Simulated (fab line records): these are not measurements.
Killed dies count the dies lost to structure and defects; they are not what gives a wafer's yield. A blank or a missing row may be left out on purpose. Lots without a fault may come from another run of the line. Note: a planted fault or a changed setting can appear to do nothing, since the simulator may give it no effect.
fab line records -- flow n5-finfet
[record] lots = 7, wafers = 39
route steps=1938 shown ZERO_LAYER@11 FIN_SAQP@99 SD_EPI_N@278 SDB@347 MOL_CONTACT_COAG@559 BEOL_M0@720
start-h: the number of hours between the record's first day and the start of the first shown wafer of the lot -- wait-h: hours from the lot's prior step to this one -- " repeats the value in the row above -- L1.1+2: a single row standing in for several wafers -- - no value present, or no start provided -- * or withheld: withheld -- < > ~ a bound
route shown NAME@n: a module of which the file shows steps, and the number in the route of the first -- usual: mean/standard deviation taken from wafers without a fault -- same: alike in all rows -- chamber/n: place in a boat -- sites: the reading at each site -- _std_site: standard deviation across them -- _edge_site: inner sites' mean taken away from outer sites' mean -- radius-mm: how far each site lies from the wafer's centre -- mask NAME#n: copy n -- behind: the tool/chamber that last shaped the wafer -- hold: the reason the lot was held/the length of the hold in hours/how it ended -- device: transistor that didn't switch, given as n, p or np -- end of line: the same wafers' tests at the end of the route -- a step with no rows: only its recipe -- killed: the dies lost at the first sort to structure and to defects; this is not the yield of the wafer -- map: a wafer's dies, marking killed ones x, the rest . and places with no die _
set.NAME: setting as actually run; set.NAME@STEP: the setting as run at that earlier step -- model.NAME: the simulator's own value behind a step, which no gauge read
lots whose settings were changed on purpose; a table a step, a row a wafer
[[steps]]
[step N5_ZERO_LAYER_DEVELOP_10]
[recipe] develop-time-s = 60, rinse-liquid = diw, dry = air-spin, dev-temp-c = 21
lot.wafer,tool,chamber,start-h,wait-h,set.develop-time-s
L079.2+3+6,litho-track-02,0,-,-,60
L080.1+2+4,litho-track-04,0,-,-,79.44
L080.3+5+6,litho-track-04,0,-,-,60
L082.1+2+6,litho-track-02,0,-,-,36.57
L082.3+4+5,litho-track-02,0,-,-,60
L083.1+2+4,litho-track-02,0,-,-,60
L083.3+5+6,litho-track-02,0,-,-,90.92
L084.1+4+5,litho-track-04,0,-,-,60
L084.2+3+6,litho-track-04,0,-,-,42.3
L094.1+2+3+4+5+6,litho-track-03,0,-,-,60
L096.1+2+5,litho-track-04,0,-,-,60
L096.3+4+6,litho-track-04,0,-,-,81.84
[step N5_ZERO_LAYER_HARDBAKE_23]
[recipe] temp-c = 130, time-s = 120
[step N5_ZERO_LAYER_CD_MEAS_11]
[recipe] target-cd-nm = 2000, landing-energy-ev = 500, detector = se-inlens
[usual] cd-nm = 1999.7/1.5
lot.wafer,tool,chamber,start-h,wait-h,set.develop-time-s@ZERO_LAYER_DEVELOP_10,cd-nm
L079.2,cd-sem-01,0,42.64,-,60,2001.2
L079.3,cd-sem-01,0,42.64,-,60,2001.9
L079.6,cd-sem-01,0,42.64,-,60,2000.7
L080.1,cd-sem-02,0,48.64,-,79.44,2006.4
L080.2,cd-sem-02,0,48.64,-,79.44,2007.4
L080.3,cd-sem-02,0,48.64,-,60,2001.8
L080.4,cd-sem-02,0,48.64,-,79.44,2005.7
L080.5,cd-sem-02,0,48.64,-,60,2000.5
L080.6,cd-sem-02,0,48.64,-,60,1999.8
L082.1,cd-sem-03,0,60.64,-,36.57,1990.6
L082.2,cd-sem-03,0,60.64,-,36.57,1989.1
L082.3,cd-sem-03,0,60.64,-,60,2001.9
L082.4,cd-sem-03,0,60.64,-,60,2002.0
L082.5,cd-sem-03,0,60.64,-,60,2001.1
L082.6,cd-sem-03,0,60.64,-,36.57,1990.4
L083.1,cd-sem-01,0,66.80,-,60,1998.6
L083.2,cd-sem-01,0,66.80,-,60,1997.8
L083.3,cd-sem-01,0,66.80,-,90.92,2007.3
L083.4,cd-sem-01,0,66.80,-,60,1996.7
L083.5,cd-sem-01,0,66.80,-,90.92,2006.3
L083.6,cd-sem-01,0,66.80,-,90.92,2006.6
L084.1,cd-sem-01,0,72.77,-,60,1999.8
L084.2,cd-sem-01,0,72.77,-,42.3,1991.4
L084.3,cd-sem-01,0,72.77,-,42.3,1993.4
L084.4,cd-sem-01,0,72.77,-,60,2002.7
L084.5,cd-sem-01,0,72.77,-,60,1999.2
L084.6,cd-sem-01,0,72.77,-,42.3,1993.7
L094.1,cd-sem-03,0,132.77,-,60,1997.7
L094.2,cd-sem-03,0,132.77,-,60,1999.5
L094.3,cd-sem-03,0,132.77,-,60,1999.6
L094.4,cd-sem-03,0,132.77,-,60,1998.8
L094.5,cd-sem-03,0,132.77,-,60,1998.1
L094.6,cd-sem-03,0,132.77,-,60,2000.3
L096.1,cd-sem-03,0,144.96,-,60,1999.7
L096.2,cd-sem-03,0,144.96,-,60,1998.4
L096.3,cd-sem-03,0,144.96,-,81.84,2004.3
L096.4,cd-sem-03,0,144.96,-,81.84,2006.5
L096.5,cd-sem-03,0,144.96,-,60,1999.5
L096.6,cd-sem-03,0,144.96,-,81.84,2004.3
[step N5_ZERO_LAYER_DESCUM_16]
[recipe] chemistry = O2, time-s = 7.9, source-power-w = 50, bias-power-w = 20, pressure-mtorr = 20, rf-frequency-hz = 2.712e+07, temp-c = 40, o2-flow-sccm = 225
lot.wafer,tool,chamber,start-h,wait-h,set.develop-time-s@ZERO_LAYER_DEVELOP_10,model.ZERO_LAYER.cd-nm
L079.2+3+6,rie-diel-06,"0,3,0",42.68,0.0,60,2001
L080.1+4,rie-diel-03,"2,1",48.68,0.0,79.44,2006
L080.2,rie-diel-03,1,48.68,0.0,79.44,2007
L080.3,rie-diel-03,3,48.68,0.0,60,2002
L080.5,rie-diel-03,2,48.68,0.0,60,2001
L080.6,rie-diel-03,3,48.68,0.0,60,2000
L082.1,rie-diel-06,3,61.24,0.6,36.57,1991
L082.2,rie-diel-06,2,61.24,0.6,36.57,1989
L082.3+4,rie-diel-06,"0,1",61.24,0.6,60,2002
L082.5,rie-diel-06,2,61.24,0.6,60,2001
L082.6,rie-diel-06,1,61.24,0.6,36.57,1990
L083.1,rie-diel-06,0,66.84,0.0,60,1999
L083.2,rie-diel-06,1,66.84,0.0,60,1998
L083.3+6,rie-diel-06,2,66.84,0.0,90.92,2007
L083.4,rie-diel-06,3,66.84,0.0,60,1997
L083.5,rie-diel-06,1,66.84,0.0,90.92,2006
L084.1+5,rie-diel-06,"1,3",72.80,0.0,60,2000
L084.2,rie-diel-06,0,72.80,0.0,42.3,1991
L084.3+6,rie-diel-06,"3,0",72.80,0.0,42.3,1994
L084.4,rie-diel-06,2,72.80,0.0,60,2003
L094.1,rie-diel-02,3,132.80,0.0,60,1998
L094.2+4,rie-diel-02,"1,2",132.80,0.0,60,1999
L094.3+6,rie-diel-02,"0,3",132.80,0.0,60,2000
L094.5,rie-diel-02,0,132.80,0.0,60,-
L096.1,rie-diel-02,3,145.00,0.0,60,2000
L096.2+5,rie-diel-02,"2,0",145.00,0.0,60,1999
L096.3+6,rie-diel-02,"0,3",145.00,0.0,81.84,2004
L096.4,rie-diel-02,1,145.00,0.0,81.84,2006
[step N5_ZERO_LAYER_ETCH_17]
[recipe] chemistry = CF4, target = SiO2, target-depth-a = 120, time-s = 13.3, ion-energy-ev = 350, pressure-mtorr = 40, source-w = 450, bias-w = 215, Ar_flow_sccm = 100, cf4-flow-sccm = 100
[step N5_ZERO_LAYER_ETCH_18]
[recipe] chemistry = HBr/Cl2, target = Si, target-depth-a = 1200, time-s = 40, pressure-mtorr = 10, icp-w = 800, bias-w = 75, HBr_flow_sccm = 150, Cl2_flow_sccm = 80
lot.wafer,tool,chamber,start-h,wait-h,set.develop-time-s@ZERO_LAYER_DEVELOP_10,model.ZERO_LAYER.cd-nm
L079.2,rie-si-02,0,42.79,0.0,60,2002
L079.3+6,rie-si-02,3,42.79,0.0,60,2001
L080.1+4,rie-si-04,"3,2",48.79,0.0,79.44,2006
L080.2,rie-si-04,1,48.79,0.0,79.44,2007
L080.3,rie-si-04,0,48.79,0.0,60,2002
L080.5,rie-si-04,1,48.79,0.0,60,2001
L080.6,rie-si-04,2,48.79,0.0,60,2000
L082.1,rie-si-02,0,61.35,0.0,36.57,1991
L082.2,rie-si-02,2,61.35,0.0,36.57,1989
L082.3+4,rie-si-02,"1,0",61.35,0.0,60,2002
L082.5,rie-si-02,2,61.35,0.0,60,2001
L082.6,rie-si-02,1,61.35,0.0,36.57,1990
L083.1,rie-si-02,1,66.95,0.0,60,1999
L083.2,rie-si-02,2,66.95,0.0,60,1998
L083.3+6,rie-si-02,"0,2",66.95,0.0,90.92,2007
L083.4,rie-si-02,0,66.95,0.0,60,1997
L083.5,rie-si-02,1,66.95,0.0,90.92,2006
L084.1+5,rie-si-05,"2,0",72.91,0.0,60,2000
L084.2,rie-si-05,0,72.91,0.0,42.3,1991
L084.3+6,rie-si-05,"3,1",72.91,0.0,42.3,1994
L084.4,rie-si-05,1,72.91,0.0,60,2003
L094.1+5,rie-si-04,0,132.91,0.0,60,1998
L094.2+4,rie-si-04,"2,3",132.91,0.0,60,1999
L094.3+6,rie-si-04,1,132.91,0.0,60,2000
L096.1,rie-si-05,2,145.11,0.0,60,2000
L096.2+5,rie-si-05,"3,2",145.11,0.0,60,1999
L096.3,rie-si-05,0,145.11,0.0,81.84,2005
L096.4,rie-si-05,1,145.11,0.0,81.84,2006
L096.6,rie-si-05,1,145.11,0.0,81.84,2004
[step N5_FIN_SAQP_PECVD_48]
[recipe] material = SiNx, target-thk-a = 250, temp-c = 400, precursor = SiH4/NH3/N2, pressure-torr = 1.5, rf-w = 300, time-s = 22.1
lot.wafer,tool,chamber,start-h,wait-h,set.time-s,model.SiNx_of_FIN_SAQP_PECVD_48.thk-nm
L079.2,pecvd-03,1,51.89,0.0,22.1,25.3
L079.3,pecvd-03,1,51.89,0.0,22.1,25.33
L079.6,pecvd-03,0,51.89,0.0,22.1,25.38
L080.1,pecvd-04,0,58.37,0.0,22.1,24.58
L080.2+5,pecvd-04,"1,2",58.37,0.0,22.1,24.79
L080.3,pecvd-04,2,58.37,0.0,22.1,24.98
L080.4,pecvd-04,1,58.37,0.0,22.1,25.26
L080.6,pecvd-04,0,58.37,0.0,22.1,24.89
L082.1,pecvd-04,1,69.91,0.0,22.1,25.5
L082.2,pecvd-04,0,69.91,0.0,22.1,24.98
L082.3,pecvd-04,2,69.91,0.0,22.1,25.13
L082.4,pecvd-04,0,69.91,0.0,22.1,25.25
L082.5,pecvd-04,2,69.91,0.0,22.1,25
L082.6,pecvd-04,1,69.91,0.0,22.1,25.84
L083.1,pecvd-03,1,75.59,0.0,30.6,34.84
L083.2,pecvd-03,2,75.59,0.0,22.1,25.1
L083.3,pecvd-03,0,75.59,0.0,22.1,24.77
L083.4,pecvd-03,2,75.59,0.0,30.6,35.31
L083.5,pecvd-03,1,75.59,0.0,30.6,35.2
L083.6,pecvd-03,0,75.59,0.0,22.1,25.3
L084.1,pecvd-02,0,81.59,0.0,22.1,24.92
L084.2,pecvd-02,2,81.59,0.0,22.1,24.72
L084.3,pecvd-02,1,81.59,0.0,8.851,10.08
L084.4+6,pecvd-02,"1,0",81.59,0.0,8.851,10.12
L084.5,pecvd-02,2,81.59,0.0,22.1,25.53
L094.1,pecvd-04,1,141.65,0.0,22.1,24.87
L094.2,pecvd-04,0,141.65,0.0,15.87,17.51
L094.3,pecvd-04,2,141.65,0.0,15.87,17.46
L094.4,pecvd-04,1,141.65,0.0,15.87,17.96
L094.5,pecvd-04,0,141.65,0.0,22.1,24.77
L094.6,pecvd-04,2,141.65,0.0,22.1,25.12
L096.1,pecvd-04,1,154.44,0.0,26.1,29.54
L096.2,pecvd-04,0,154.44,0.0,22.1,24.8
L096.3,pecvd-04,2,154.44,0.0,22.1,25.07
L096.4,pecvd-04,2,154.44,0.0,22.1,25.19
L096.5,pecvd-04,0,154.44,0.0,26.1,29.67
L096.6,pecvd-04,1,154.44,0.0,26.1,29.73
[step N5_FIN_SAQP_PECVD_06]
[recipe] material = a-Si, target-thk-a = 600, temp-c = 400, precursor = SiH4/He, pressure-torr = 3, rf-w = 100, time-s = 48.1
[step N5_FIN_SAQP_MANDREL1_REMOVE_56]
[recipe] chemistry = HBr/Cl2/O2, bt-time-s = 10, target = a-Si, stop-on = SiNx, endpoint = OES-SiCl, over-etch-frac = 1, icp-w = 600, bias-w = 22, HBr_flow_sccm = 150, Cl2_flow_sccm = 80, O2_flow_sccm = 5, pressure-mtorr = 10
[step N5_FIN_SAQP_ETCH_57]
[recipe] chemistry = CH3F/O2, target = SiNx, mask-material = SiO2, target-depth-a = 325, time-s = 46.4, pressure-mtorr = 30, source-w = 395, bias-w = 73, Ar_flow_sccm = 150, CH3F_flow_sccm = 30, O2_flow_sccm = 20, ion-energy-ev = 120, ends = cleared
[usual] etch-rf-on-time-s = 46.3/0.81
lot.wafer,tool,chamber,start-h,wait-h,set.time-s@FIN_SAQP_PECVD_48,etch-rf-on-time-s,model.etch.depth-nm
L079.2,rie-diel-01,0,56.17,0.2,22.1,46.4,25.21
L079.3,rie-diel-01,3,56.17,0.2,22.1,46.3,25.33
L079.6,rie-diel-01,3,56.17,0.2,22.1,45.9,25.3
L080.1,rie-diel-05,0,62.20,0.1,22.1,46.1,24.54
L080.2,rie-diel-05,3,62.20,0.1,22.1,45.4,24.71
L080.3,rie-diel-05,2,62.20,0.1,22.1,46.1,24.85
L080.4,rie-diel-05,1,62.20,0.1,22.1,46.2,25.13
L080.5,rie-diel-05,0,62.20,0.1,22.1,46.5,24.75
L080.6,rie-diel-05,3,62.20,0.1,22.1,46.1,24.8
L082.1,rie-diel-04,2,73.47,0.1,22.1,47.0,25.37
L082.2,rie-diel-04,1,73.47,0.1,22.1,46.9,24.94
L082.3,rie-diel-04,3,73.47,0.1,22.1,46.9,25.13
L082.4,rie-diel-04,0,73.47,0.1,22.1,47.1,25.16
L082.5,rie-diel-04,1,73.47,0.1,22.1,46.3,24.96
L082.6,rie-diel-04,0,73.47,0.1,22.1,47.8,25.76
L083.1,rie-diel-05,2,79.76,0.0,30.6,64.8,34.75
L083.2,rie-diel-05,1,79.76,0.0,22.1,46.9,25.06
L083.3,rie-diel-05,3,79.76,0.0,22.1,46.0,24.77
L083.4,rie-diel-05,0,79.76,0.0,30.6,65.9,35.17
L083.5,rie-diel-05,1,79.76,0.0,30.6,65.3,35.07
L083.6,rie-diel-05,2,79.76,0.0,22.1,47.3,25.3
L084.1,rie-diel-01,0,84.35,0.0,22.1,46.3,24.92
L084.2,rie-diel-01,3,84.35,0.0,22.1,45.6,24.66
L084.3,rie-diel-01,1,84.35,0.0,8.851,18.6,10.08
L084.4,rie-diel-01,2,84.35,0.0,8.851,18.9,10.12
L084.5,rie-diel-01,1,84.35,0.0,22.1,47.2,25.53
L084.6,rie-diel-01,2,84.35,0.0,8.851,18.8,10.12
L094.1,rie-diel-01,1,145.28,0.1,22.1,46.2,24.87
L094.2,rie-diel-01,2,145.28,0.1,15.87,32.9,17.51
L094.3,rie-diel-01,3,145.28,0.1,15.87,32.3,17.46
L094.4,rie-diel-01,0,145.28,0.1,15.87,33.3,17.9
L094.5,rie-diel-01,3,145.28,0.1,22.1,46.0,24.77
L094.6,rie-diel-01,0,145.28,0.1,22.1,46.8,25.12
L096.1,rie-diel-04,0,157.18,0.0,26.1,55.3,29.41
L096.2,rie-diel-04,1,157.18,0.0,22.1,47.0,24.8
L096.3,rie-diel-04,3,157.18,0.0,22.1,45.8,24.98
L096.4,rie-diel-04,1,157.18,0.0,22.1,47.2,25.16
L096.5,rie-diel-04,0,157.18,0.0,26.1,56.1,29.67
L096.6,rie-diel-04,3,157.18,0.0,26.1,54.4,29.6
[step N5_SD_EPI_N_ETCH_45]
[recipe] chemistry = CH3F/O2, target = SiOCN, target-depth-a = 60, mask-material = SOC, ion-energy-ev = 60, bias-w = 29, pressure-mtorr = 15, source-w = 410, Ar_flow_sccm = 150, CH3F_flow_sccm = 30, O2_flow_sccm = 20
lot.wafer,tool,chamber,start-h,wait-h,set.target-depth-a,model.etch.depth-nm
L079.2,rie-diel-05,2,82.61,0.1,60,5.873
L079.3,rie-diel-05,0,82.61,0.1,60,5.959
L079.6,rie-diel-05,0,82.61,0.1,60,5.949
L080.1,rie-diel-01,3,87.42,0.1,60,6.089
L080.2,rie-diel-01,0,87.42,0.1,47.28,4.791
L080.3,rie-diel-01,2,87.42,0.1,47.28,4.779
L080.4,rie-diel-01,1,87.42,0.1,60,6.078
L080.5,rie-diel-01,1,87.42,0.1,47.28,4.803
L080.6,rie-diel-01,2,87.42,0.1,60,6.023
L082.1,rie-diel-01,0,97.87,0.1,60,6.076
L082.2,rie-diel-01,1,97.87,0.1,60,6.016
L082.3,rie-diel-01,2,97.87,0.1,60,6.07
L082.4,rie-diel-01,3,97.87,0.1,60,6.124
L082.5,rie-diel-01,0,97.87,0.1,60,6.039
L082.6,rie-diel-01,3,97.87,0.1,60,6.053
L083.1,rie-diel-05,2,103.57,0.1,93.83,9.311
L083.2,rie-diel-05,3,103.57,0.1,60,6.043
L083.3,rie-diel-05,0,103.57,0.1,93.83,9.37
L083.4,rie-diel-05,1,103.57,0.1,60,6.024
L083.5,rie-diel-05,2,103.57,0.1,60,5.95
L083.6,rie-diel-05,3,103.57,0.1,93.83,9.448
L084.1,rie-diel-05,1,108.87,0.1,29.36,2.959
L084.2,rie-diel-05,2,108.87,0.1,29.36,2.9
L084.3,rie-diel-05,3,108.87,0.1,60,6.056
L084.4,rie-diel-05,0,108.87,0.1,60,5.986
L084.5,rie-diel-05,1,108.87,0.1,60,6.074
L084.6,rie-diel-05,2,108.87,0.1,29.36,2.923
L094.1,rie-diel-05,0,174.44,0.1,60,6.024
L094.2,rie-diel-05,2,174.44,0.1,60,5.964
L094.3,rie-diel-05,3,174.44,0.1,24.4,2.452
L094.4,rie-diel-05,2,174.44,0.1,24.4,2.409
L094.5,rie-diel-05,3,174.44,0.1,60,6.034
L094.6,rie-diel-05,0,174.44,0.1,24.4,2.436
L096.1,rie-diel-01,3,185.12,0.1,92.47,9.295
L096.2,rie-diel-01,2,185.12,0.1,60,6.043
L096.3,rie-diel-01,1,185.12,0.1,60,6.031
L096.4,rie-diel-01,0,185.12,0.1,92.47,9.248
L096.5,rie-diel-01,3,185.12,0.1,60,5.984
L096.6,rie-diel-01,0,185.12,0.1,92.47,9.335
[step N5_SDB_HM_DEP_00]
[recipe] material = SiNx, target-thk-a = 400, temp-c = 400, precursor = SiH4/NH3/N2, pressure-torr = 1.5, rf-w = 300, time-s = 35.3
lot.wafer,tool,chamber,start-h,wait-h,set.target-thk-a,model.SiNx_of_SDB_HM_DEP_00.thk-nm
L079.2+3,pecvd-02,"1,0",97.32,0.0,400,39.8
L079.6,pecvd-02,0,97.32,0.0,400,40.2
L080.1,pecvd-02,0,103.51,0.0,473.8,46.6
L080.2,pecvd-02,2,103.51,0.0,400,39
L080.3,pecvd-02,1,103.51,0.0,400,39.6
L080.4,pecvd-02,1,103.51,0.0,400,40.2
L080.5,pecvd-02,0,103.51,0.0,473.8,47.2
L080.6,pecvd-02,2,103.51,0.0,473.8,47.4
L082.1,pecvd-02,2,114.29,0.0,400,39.4
L082.2,pecvd-02,0,114.29,0.0,227.3,22.4
L082.3,pecvd-02,1,114.29,0.0,400,40
L082.4,pecvd-02,0,114.29,0.0,227.3,22.6
L082.5,pecvd-02,1,114.29,0.0,227.3,23
L082.6,pecvd-02,2,114.29,0.0,400,40.2
L083.1+3,pecvd-02,"1,0",118.55,0.0,515.2,51.2
L083.2,pecvd-02,2,118.55,0.0,400,39.8
L083.4,pecvd-02,2,118.55,0.0,400,40.2
L083.5,pecvd-02,1,118.55,0.0,515.2,52.2
L083.6,pecvd-02,0,118.55,0.0,400,40.6
L084.1,pecvd-03,0,125.37,0.0,604.1,60.4
L084.2,pecvd-03,2,125.37,0.0,400,39.8
L084.3,pecvd-03,1,125.37,0.0,604.1,60.2
L084.4,pecvd-03,1,125.37,0.0,400,40
L084.5,pecvd-03,0,125.37,0.0,604.1,61
L084.6,pecvd-03,2,125.37,0.0,400,40.8
L094.1,pecvd-01,2,191.10,0.0,309.5,30.8
L094.2,pecvd-01,1,191.10,0.0,400,39.8
L094.3,pecvd-01,0,191.10,0.0,309.5,30.6
L094.4+5,pecvd-01,"0,1",191.10,0.0,400,40.2
L094.6,pecvd-01,2,191.10,0.0,309.5,31
L096.1,pecvd-01,0,208.88,0.0,271.5,26.6
L096.2,pecvd-01,1,208.88,0.0,400,39
L096.3,pecvd-01,0,208.88,0.0,271.5,27
L096.4,pecvd-01,1,208.88,0.0,271.5,26.8
L096.5,pecvd-01,0,208.88,0.0,400,40.2
L096.6,pecvd-01,1,208.88,0.0,400,39.8
[step N5_SDB_COAT_03]
[recipe] resist = SOC, temp-c = 250, time-s = 60, spin-rpm = 1500, resist-thk-nm = 100
[step N5_SDB_COAT_04]
[recipe] resist = SiARC, temp-c = 220, time-s = 60, spin-rpm = 1500, resist-thk-nm = 18
[step N5_SDB_STRIP_19]
[recipe] chemistry = N2/H2, temp-c = 40, n2-flow-sccm = 200, h2-flow-sccm = 200, rf-frequency-hz = 6e+07
[step N5_SDB_STRIP_21]
[recipe] chemistry = CF4, resist = SiARC, power-w = 300, bias-power-w = 75, pressure-mtorr = 50, cf4-flow-sccm = 150, rf-frequency-hz = 6e+07
[step N5_SDB_HM_OPEN_20]
[recipe] chemistry = CH3F/O2, target = SiNx, mask-material = SOC, target-depth-a = 240, stop-on = poly-Si, over-etch-frac = 0.4, ion-energy-ev = 120, pressure-mtorr = 30, source-w = 395, bias-w = 73, Ar_flow_sccm = 150, CH3F_flow_sccm = 30, O2_flow_sccm = 20
lot.wafer,tool,chamber,start-h,wait-h,set.target-thk-a@SDB_HM_DEP_00,model.etch.depth-nm
L079.2,rie-diel-05,3,98.09,0.0,400,23.85
L079.3,rie-diel-05,0,98.09,0.0,400,23.89
L079.6,rie-diel-05,1,98.09,0.0,400,24.29
L080.1,rie-diel-05,2,104.16,0.0,473.8,30.5
L080.2,rie-diel-05,3,104.16,0.0,400,23.09
L080.3,rie-diel-05,1,104.16,0.0,400,23.55
L080.4,rie-diel-05,0,104.16,0.0,400,24.25
L080.5,rie-diel-05,0,104.16,0.0,473.8,31.2
L080.6,rie-diel-05,3,104.16,0.0,473.8,31.41
L082.1,rie-diel-01,1,115.06,0.0,400,23.39
L082.2,rie-diel-01,3,115.06,0.0,227.3,6.488
L082.3,rie-diel-01,0,115.06,0.0,400,24.05
L082.4,rie-diel-01,2,115.06,0.0,227.3,6.677
L082.5,rie-diel-01,1,115.06,0.0,227.3,6.969
L082.6,rie-diel-01,0,115.06,0.0,400,24.19
L083.1,rie-diel-01,2,119.44,0.0,515.2,33.19
L083.2,rie-diel-01,3,119.44,0.0,400,23.76
L083.3,rie-diel-01,0,119.44,0.0,515.2,33.55
L083.4,rie-diel-01,1,119.44,0.0,400,24.11
L083.5,rie-diel-01,3,119.44,0.0,515.2,33.6
L083.6,rie-diel-01,2,119.44,0.0,400,24.5
L084.1,rie-diel-01,1,126.14,0.0,604.1,34.32
L084.2,rie-diel-01,0,126.14,0.0,400,23.83
L084.3,rie-diel-01,2,126.14,0.0,604.1,33.24
L084.4,rie-diel-01,3,126.14,0.0,400,24.07
L084.5,rie-diel-01,2,126.14,0.0,604.1,33.29
L084.6,rie-diel-01,3,126.14,0.0,400,24.71
L094.1,rie-diel-05,1,191.87,0.0,309.5,14.74
L094.2,rie-diel-05,0,191.87,0.0,400,23.74
L094.3,rie-diel-05,2,191.87,0.0,309.5,14.58
L094.4,rie-diel-05,3,191.87,0.0,400,24.13
L094.5,rie-diel-05,0,191.87,0.0,400,24.2
L094.6,rie-diel-05,1,191.87,0.0,309.5,14.99
L096.1,rie-diel-01,0,209.55,0.0,271.5,10.51
L096.2,rie-diel-01,3,209.55,0.0,400,22.99
L096.3,rie-diel-01,1,209.55,0.0,271.5,10.92
L096.4,rie-diel-01,1,209.55,0.0,271.5,10.72
L096.5,rie-diel-01,0,209.55,0.0,400,24.29
L096.6,rie-diel-01,3,209.55,0.0,400,23.71
[step N5_MOL_CONTACT_COAG_ALD_27]
[recipe] material = SiOC, target-thk-a = 170, temp-c = 400, ald-precursor-family = carbosiloxane, ald-co-reactant = H2-plasma, pulse-time-s = 1.5, time-s = 2720, purge-time-s = 2, co-reactant-purge-time-s = 2, ald-cycles = 340, pressure-torr = 2
lot.wafer,tool,chamber,start-h,wait-h,set.ald-cycles,model.SiOC_of_MOL_CONTACT_COAG_ALD_27.thk-nm
L079.2+3+6,ald-sin-04,"3,0,1",127.11,0.0,340,17
L080.1+2+3,ald-sin-03,"2,1,3",133.18,0.0,450,22.4
L080.4+5+6,ald-sin-03,"0,0,3",133.18,0.0,340,17
L082.1+5+6,ald-sin-02,"1,0,3",142.19,0.0,540,27
L082.2+3+4,ald-sin-02,"2,0,3",142.19,0.0,340,17
L083.1+5+6,ald-sin-02,"3,2,1",150.08,0.0,340,17
L083.2+3+4,ald-sin-02,"2,0,1",150.08,0.0,437,22
L084.1+2+3+4+5+6,ald-sin-03,"3,0,1,2,2,3",154.13,0.0,340,17
L094.1+2+3+4+5+6,ald-sin-04,"1,2,3,0,1,0",226.50,0.1,340,17
L096.1+2,ald-sin-04,"1,2",236.90,0.0,340,16.8
L096.3+6,ald-sin-04,"3,0",236.90,0.0,528,26.4
L096.4,ald-sin-04,0,236.90,0.0,340,17
L096.5,ald-sin-04,3,236.90,0.0,528,26.2
[step N5_BEOL_M0_ETCH_128]
[recipe] chemistry = CF4/N2, target-depth-a = 120, overetch-a = 51, target = SiCN, time-s = 21.4, ion-energy-ev = 150, pressure-mtorr = 40, source-w = 430, bias-w = 70, Ar_flow_sccm = 100, cf4-flow-sccm = 60, n2-flow-sccm = 60
lot.wafer,tool,chamber,start-h,wait-h,set.time-s,model.TiN_of_BEOL_M0_SAQP_HM_DEP_02.thk-nm
L079.2+6,rie-diel-04,"0,3",147.47,0.6,21.4,11
L079.3,rie-diel-04,2,147.47,0.6,21.4,11.2
L080.1+3+5,rie-diel-04,"1,2,2",153.62,0.6,28.99,10.4
L080.2,rie-diel-04,3,153.62,0.6,21.4,10.6
L080.4+6,rie-diel-04,"0,1",153.62,0.6,21.4,10.8
L082.1+5,rie-diel-01,0,165.80,0.0,31.44,10.4
L082.2,rie-diel-01,3,165.80,0.0,31.44,10.6
L082.3+6,rie-diel-01,"2,1",165.80,0.0,21.4,11
L082.4,rie-diel-01,1,165.80,0.0,21.4,11.2
L083.1,rie-diel-05,0,168.64,0.0,21.4,11.2
L083.2+4,rie-diel-05,"3,2",168.64,0.0,21.4,11
L083.3+6,rie-diel-05,1,168.64,0.0,29.03,10.6
L083.5,rie-diel-05,2,168.64,0.0,29.03,10.4
L084.1,rie-diel-04,1,174.67,0.5,13.94,11.4
L084.2+4,rie-diel-04,"3,1",174.67,0.5,13.94,11.2
L084.3+6,rie-diel-04,2,174.67,0.5,21.4,11
L084.5,rie-diel-04,3,174.67,0.5,21.4,10.8
L094.1+2+6,rie-diel-04,"2,1,3",245.29,0.5,28.61,10.6
L094.3,rie-diel-04,3,245.29,0.5,21.4,10.8
L094.4,rie-diel-04,0,245.29,0.5,21.4,11.2
L094.5,rie-diel-04,0,245.29,0.5,21.4,11
L096.1+3+6,rie-diel-01,"2,1,1",255.46,0.3,14.84,11.2
L096.2+4+5,rie-diel-01,"3,0,2",255.46,0.3,21.4,10.8
[[key]]
[split] step = N5_ZERO_LAYER_DEVELOP_10, setting = develop-time-s, stated = 60, by = wafer
[response] step = N5_ZERO_LAYER_CD_MEAS_11, reading = cd-nm, change = +0.208, per = 1%, r = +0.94
[response] step = N5_ZERO_LAYER_DESCUM_16, reading = model.ZERO_LAYER.cd-nm, change = +0.206, per = 1%, r = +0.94
[response] step = N5_ZERO_LAYER_ETCH_18, reading = model.ZERO_LAYER.cd-nm, change = +0.205, per = 1%, r = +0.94
[split] step = N5_FIN_SAQP_PECVD_48, setting = time-s, stated = 22.1, by = wafer
[response] step = N5_FIN_SAQP_PECVD_48, reading = model.SiNx_of_FIN_SAQP_PECVD_48.thk-nm, change = +0.254, per = 1%, r = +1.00
[response] step = N5_FIN_SAQP_ETCH_57, reading = etch-rf-on-time-s, change = *, per = 1%, r = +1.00
[response] step = N5_FIN_SAQP_ETCH_57, reading = model.etch.depth-nm, change = +0.253, per = 1%, r = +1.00
[split] step = N5_SD_EPI_N_ETCH_45, setting = target-depth-a, stated = 60, by = wafer
[response] step = N5_SD_EPI_N_ETCH_45, reading = model.etch.depth-nm, change = +0.0603, per = 1%, r = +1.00
[split] step = N5_SDB_HM_DEP_00, setting = target-thk-a, stated = 400, by = wafer
[response] step = N5_SDB_HM_DEP_00, reading = model.SiNx_of_SDB_HM_DEP_00.thk-nm, change = +0.399, per = 1%, r = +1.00
[response] step = N5_SDB_HM_OPEN_20, reading = model.etch.depth-nm, change = +0.314, per = 1%, r = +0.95
[split] step = N5_MOL_CONTACT_COAG_ALD_27, setting = ald-cycles, stated = 340, by = wafer
[response] step = N5_MOL_CONTACT_COAG_ALD_27, reading = model.SiOC_of_MOL_CONTACT_COAG_ALD_27.thk-nm, change = +0.171, per = 1%, r = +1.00
[split] step = N5_BEOL_M0_ETCH_128, setting = time-s, stated = 21.4, by = wafer
[response] step = N5_BEOL_M0_ETCH_128, reading = model.TiN_of_BEOL_M0_SAQP_HM_DEP_02.thk-nm, change = -0.012, per = 1%, r = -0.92
